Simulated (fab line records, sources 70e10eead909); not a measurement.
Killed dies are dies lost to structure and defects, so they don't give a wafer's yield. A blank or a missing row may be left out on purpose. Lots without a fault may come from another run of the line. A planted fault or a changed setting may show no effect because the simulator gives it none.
Tool commonality check | flow nand_harc | 14 lots, 42 wafers sampled

WHY IT WAS OPENED
At NHARC_A_ONON_D2_THK_MEAS_18 the reading thk_nm is flagged on 2 of 14 lots. Wafers without a fault read 999 nm, standard deviation 9.3.
Rule: a lot is flagged when every wafer of it that has a number lies more than 4 standard deviations from that mean, or none has a number. The other lots count as sound.

lot  | measured     | on            | thk_nm (nm), wafer by wafer | flag
L480 | day 13 18:04 | film_metro-02 | 1004 1003 1005              |
L481 | day 13 18:04 | film_metro-01 | 995 996 998                 |
L482 | day 14 12:41 | film_metro-01 | 993 992 993                 |
L484 | day 14 22:39 | film_metro-01 | 1010 1011 1011              |
L488 | day 16 22:30 | film_metro-01 | 695 694 694                 | FLAGGED
L491 | day 17 13:41 | film_metro-02 | 708 708 708                 | FLAGGED
L493 | day 18 20:16 | film_metro-01 | 998 1000 1000               |
L495 | day 19 20:38 | film_metro-01 | 1005 1001 1002              |
L497 | day 20 14:56 | film_metro-01 | 1005 1004 1006              |
L498 | day 20 23:21 | film_metro-01 | 998 997 999                 |
L499 | day 21 06:55 | film_metro-01 | 1000 997 999                |
L500 | day 21 20:22 | film_metro-02 | 1013 1010 1011              |
L501 | day 22 01:43 | film_metro-02 | 993 992 993                 |
L502 | day 22 10:33 | film_metro-02 | 995 996 997                 |
The numbers of the flagged lots are 701 nm on average: -298 nm against the usual, or -32 standard deviations.

WHICH TOOL RAN EACH LOT
The record holds 1 process step before the reading, out of a route of 1302 steps. In each cell: the tool, then ch and the chambers that the sampled wafers went through, then the start.
lot  | flag    | NHARC_A_ONON_D2_DEP_16
L480 |         | pecvd_onon-01 ch 0, day 13 17:34
L481 |         | pecvd_onon-04 ch 0, day 13 17:37
L482 |         | pecvd_onon-04 ch 0, day 14 12:10
L484 |         | pecvd_onon-01 ch 0, day 14 22:12
L488 | FLAGGED | pecvd_onon-01 ch 0, day 16 22:03
L491 | FLAGGED | pecvd_onon-01 ch 0, day 17 13:10
L493 |         | pecvd_onon-02 ch 0, day 18 19:49
L495 |         | pecvd_onon-02 ch 0, day 19 20:08
L497 |         | pecvd_onon-02 ch 0, day 20 14:36
L498 |         | pecvd_onon-02 ch 0, day 20 22:54
L499 |         | pecvd_onon-04 ch 0, day 21 06:24
L500 |         | pecvd_onon-02 ch 0, day 21 19:52
L501 |         | pecvd_onon-02 ch 0, day 22 01:12
L502 |         | pecvd_onon-04 ch 0, day 22 10:06
What these steps do:
- NHARC_A_ONON_D2_DEP_16: target thk 1000 nm.
- NHARC_A_ONON_D2_THK_MEAS_18: measures by ellipsometry.

FLAGGED OVER TOTAL, TOOL BY TOOL (the gauges that took the reading come last)
step                        | tool          | lots run | flagged | share of the flagged lots | sound lots run after its first flagged lot
NHARC_A_ONON_D2_DEP_16      | pecvd_onon-01 | 4        | 2       | all                       | 0
NHARC_A_ONON_D2_DEP_16      | pecvd_onon-02 | 6        | 0       | none                      | -
NHARC_A_ONON_D2_DEP_16      | pecvd_onon-04 | 4        | 0       | none                      | -
NHARC_A_ONON_D2_THK_MEAS_18 | film_metro-01 | 9        | 1       | some                      | 5 (L493,L495,L497,L498,L499)
NHARC_A_ONON_D2_THK_MEAS_18 | film_metro-02 | 5        | 1       | some                      | 3 (L500,L501,L502)

WHAT THE TABLE ALLOWS
1 row of the table ran every flagged lot: pecvd_onon-01 at NHARC_A_ONON_D2_DEP_16.
- pecvd_onon-01 at NHARC_A_ONON_D2_DEP_16: 2 of its 4 lots flagged. Its last sound lot is L484 (day 14 22:12), its first flagged lot L488 (day 16 22:03): a fault that began between those two fits.
One tool is left: pecvd_onon-01 at NHARC_A_ONON_D2_DEP_16.

WHAT THE SIMULATOR HAD PUT IN
Process parameter drift: pecvd_onon-01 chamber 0, from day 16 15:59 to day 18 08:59, at NHARC_A_ONON_D2_DEP_16. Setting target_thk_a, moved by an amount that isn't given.
Lots struck among those shown: L488, L491. The rule above found the same.
